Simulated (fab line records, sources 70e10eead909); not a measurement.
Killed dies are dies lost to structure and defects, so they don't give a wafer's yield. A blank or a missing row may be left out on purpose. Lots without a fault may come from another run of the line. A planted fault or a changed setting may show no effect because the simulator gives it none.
Which tool did it? | flow nand_harc | 23 lots, 69 wafers sampled, at 1 step of a route of 1302

WHAT THE GAUGES READ, wafer by wafer
NHARC_P_START_INSPECT_01. Usual: raw_defect_count 3.4, standard deviation 2.1.
lot  | measured     | on                | raw_defect_count | flag
L074 | day 1 20:02  | defect_inspect-01 | 6 7 3            |
L075 | day 2 06:02  | defect_inspect-01 | 4 2 2            |
L076 | day 2 16:02  | defect_inspect-01 | 3 1 2            |
L077 | day 3 02:02  | defect_inspect-01 | 2 3 3            |
L078 | day 3 12:02  | defect_inspect-01 | 6 9 2            |
L079 | day 3 22:02  | defect_inspect-02 | 0 6 11           |
L080 | day 4 08:02  | defect_inspect-01 | 5 4 9            |
L081 | day 4 18:02  | defect_inspect-01 | 1 3 5            |
L082 | day 5 04:02  | defect_inspect-02 | 4 5 3            |
L083 | day 5 14:02  | defect_inspect-02 | 3 4 0            |
L084 | day 6 00:03  | defect_inspect-02 | 3 2 4            |
L085 | day 6 10:02  | defect_inspect-01 | 4 6 4            |
L086 | day 6 20:02  | defect_inspect-01 | 3 0 2            |
L088 | day 7 16:02  | defect_inspect-02 | 5 4 4            |
L089 | day 8 02:03  | defect_inspect-02 | 6 3 8            |
L090 | day 8 12:02  | defect_inspect-01 | 4 1 3            |
L091 | day 8 22:02  | defect_inspect-01 | 1 3 2            |
L092 | day 9 08:02  | defect_inspect-01 | 9 1 3            |
L093 | day 9 18:02  | defect_inspect-02 | 2 3 3            |
L094 | day 10 04:02 | defect_inspect-02 | 7 7 1            |
L095 | day 10 14:02 | defect_inspect-02 | 5 4 6            |
L096 | day 11 00:02 | defect_inspect-01 | 3 1 1            |
L097 | day 11 10:02 | defect_inspect-02 | 5 5 1            |

WHICH TOOL RAN EACH LOT (tool, then ch and the chambers of the sampled wafers, then the start)
The record holds no process step before these readings.

WHAT THE TOOLS THEMSELVES READ (means of the sampled wafers that have a number; where no wafer has one, the mark that the record gives instead)
The record holds no such reading with a usual standard deviation.

THE ANSWER, worked out from the rows above alone
Rule: a lot is off if the mean of its wafers that have a number lies more than 3 standard deviations from the usual mean. A lot without any number at a reading at which 4 lots or more have one is off too. The other lots that the step has rows for count as sound. The gauges are gone through in route order, then the tools' own readings, and for those a lot's mean is taken as printed above. The first step at which some lot is off is used, and at that step the reading that is off furthest; a lot without a number counts as furthest.
No lot is off at any reading shown: from this, nothing can be told.

WHAT THE SIMULATOR HAD PUT IN
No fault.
